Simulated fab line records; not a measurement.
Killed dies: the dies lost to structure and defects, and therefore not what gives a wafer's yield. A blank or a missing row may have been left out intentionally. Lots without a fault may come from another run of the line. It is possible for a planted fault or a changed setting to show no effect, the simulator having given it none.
Problem report, 8D (eight disciplines) form, completed by code	flow n5Finfet	the parts of the form that need people (team, actions taken, sign-off) are left out

1. THE PROBLEM
Across 4 wafers from 2 lots, VIA_MOL_THK at N5_MOL_CONTACT_COAG_THK_MEAS_53 averages 75.0 nm, while fault-free wafers read 43.6 nm with a standard deviation of 0.57. That is +55 standard deviations from the usual mean.
Seen first at day 8 10:40 on filmMetro-01, wafer L755.4. The record holds 24 wafers of 8 lots with a number at this step. The rule behind "out" and "out of limits": a value lying over 4 standard deviations away from the usual mean. The rest of the wafers with a number are treated as sound.

2. WHAT THIS IS AND IS NOT
question	is	is not
which readings at this step	VIA_MOL_THK	-
which lots	L755, L758	L747, L748, L753, L756, L757, L764
which wafers of those lots	L755.4, L755.6, L758.4, L758.6	L755.3, L758.5
read on which gauges	filmMetro-01	filmMetro-02
when	from day 8 10:40	up to then (10 sound wafers); but 10 sound wafers of L756, L757, L758, L764 came after

3. THE SUSPECTS, EACH WITH WHAT RULES IT OUT
Counting: a tool at a process step up to the reading stays a suspect if it ran every lot that is out. Sound lots after the first of them don't rule it out here, since some wafers of a struck lot are sound.
- the gauge at N5_MOL_CONTACT_COAG_THK_MEAS_53 is ruled out. All the wafers that are out were read on filmMetro-01, but those of them that N5_MOL_CONTACT_COAG_ETCH_47 has rows for are out there too, on other tools.
- pecvd-01 at N5_MOL_CONTACT_COAG_PECVD_31 (deposits SiO2 from TEOS/O2, target thk 46 nm, time 8.9 s): kept. Ran every lot that is out, first one L755 (day 8 06:50); last sound lot up to then L753 (day 7 10:20).
Remaining after the count: pecvd-01 at N5_MOL_CONTACT_COAG_PECVD_31.

4. THE CAUSE (what the simulator had put in)
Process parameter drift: pecvd-01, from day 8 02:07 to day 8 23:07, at N5_MOL_CONTACT_COAG_PECVD_31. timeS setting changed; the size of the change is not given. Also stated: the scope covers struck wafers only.
After counting, this tool was the only one left.

5. SEQUENCE OF EFFECTS, ordered by route
Rows list readings where the struck wafers' mean (over those with a number) sits beyond 3 standard deviations from the usual. Readings are gone through only where the record gives a usual standard deviation; hours: the median, over the lots, of the time from a lot's start at the first step in this table giving one to that lot's start at this step; sigmas: the change measured in usual standard deviations.
hours	step	reading	usual	on struck wafers	change	sigmas
0	N5_MOL_CONTACT_COAG_ETCH_47	etchRfOnTimeS	31.4 s	50.8	+19.4	+44
0	N5_MOL_CONTACT_COAG_ETCH_47	oesProductAu	0.70 a.u.	0.28	-0.42	-6.0
1	N5_MOL_CONTACT_COAG_ETCH_124	oesProductAu	0.67 a.u.	0.29	-0.38	-6.3
3	N5_MOL_CONTACT_COAG_THK_MEAS_53	VIA_MOL_THK	43.6 nm	75.0	+31.4	+55
166	N5_PASSIVATION_PROBE_49	defectLimitedYield	91.0 %	0.0	-91.0	-61
166	N5_PASSIVATION_PROBE_49	killedAtContacts	11	1076	+1064	+99 or more
166	N5_PASSIVATION_PROBE_49	killedDies	106	1180	+1074	+60
166	N5_PASSIVATION_PROBE_49	killedOnRim	13	152	+139	+31
166	N5_PASSIVATION_PROBE_49	sort_bin_5_function	5.3 %	96.4	+91.1	+91
166	N5_PASSIVATION_PROBE_49	sortNPass	1074	0	-1074	-60
166	N5_PASSIVATION_PROBE_49	sortYieldPct	91.0 %	0.0	-91.0	-61
Here are the process steps it includes:
- N5_MOL_CONTACT_COAG_ETCH_47: etches SiNx in CH3F/O2, stops on W, target depth 27 nm.
- N5_MOL_CONTACT_COAG_ETCH_124: etches SiNx in CH3F/O2, stops on SiOC, target depth 6.5 nm.
- N5_PASSIVATION_PROBE_49

6. HOW IT WOULD HAVE BEEN CAUGHT EARLIER
Counted from the fault's start at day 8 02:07, it took 9 hours until the first out-of-limits reading at a measuring or inspecting step in this record, taken at day 8 10:40.
L758, from the lots that are out (2), started N5_MOL_CONTACT_COAG_PECVD_31 on pecvd-01 later than day 8 10:40. A hold on the tool at that time would have spared it.
